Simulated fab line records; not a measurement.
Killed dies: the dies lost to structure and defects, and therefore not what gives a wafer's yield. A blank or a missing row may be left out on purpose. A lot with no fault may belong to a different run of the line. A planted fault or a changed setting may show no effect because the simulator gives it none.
Chamber matching | flow n5 finfet | 4 sister chambers for N5_PMOS_HMC_CHANNEL_EPI_CMP_21 on cmp-03
The step polishes SiGe30, target thk 54 nm. 8 wafers are shown with their chamber, then 7 later ones without.

EACH WAFER AND ITS CHAMBER
wafer  | chamber | motor current A (A)
L075.1 | 1       | 12.1
L081.2 | 0       | 11.1
L081.3 | 3       | 14.0
L086.1 | 1       | 12.6
L086.3 | 0       | 10.9
L086.4 | 2       | 12.4
L087.2 | 3       | 13.2
L087.5 | 2       | 13.6

WAFERS WHOSE CHAMBER IS MISSING
wafer  | motor current A (A)
L087.6 | 12.2
L089.1 | 13.4
L089.3 | 13.3
L089.5 | 11.4
L094.1 | 10.8
L094.5 | 12.3
L094.6 | 13.8

WHICH CHAMBER EACH WENT THROUGH
wafer  | from the rows above          | in truth
L087.6 | can't be placed: 1 or 2 or 0 | 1
L089.1 | can't be placed: 3 or 2 or 1 | 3
L089.3 | can't be placed: 3 or 2 or 1 | 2
L089.5 | can't be placed: 0 or 1      | 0
L094.1 | 0                            | 0
L094.5 | can't be placed: 1 or 2      | 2
L094.6 | can't be placed: 3 or 2      | 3
1 of 7 placed correctly. Not placeable from these rows: 6 (in 6, the candidates include the true chamber). Wrongly placed: 0.
How it was worked out, from the rows above alone: a wafer's distance from a chamber is the root of the sum, over the readings, of the square of ((its reading less the chamber's mean) divided by the reading's scatter). If the next closest chamber is less than 2 further off than the closest, the wafer can't be placed; otherwise it belongs to the closest. For every chamber, the mean is computed from those of its wafers that are shown. The scatter is the square root of a quotient: the sum, over the shown wafers, of each reading's squared deviation from its chamber's mean, divided by wafers minus chambers.
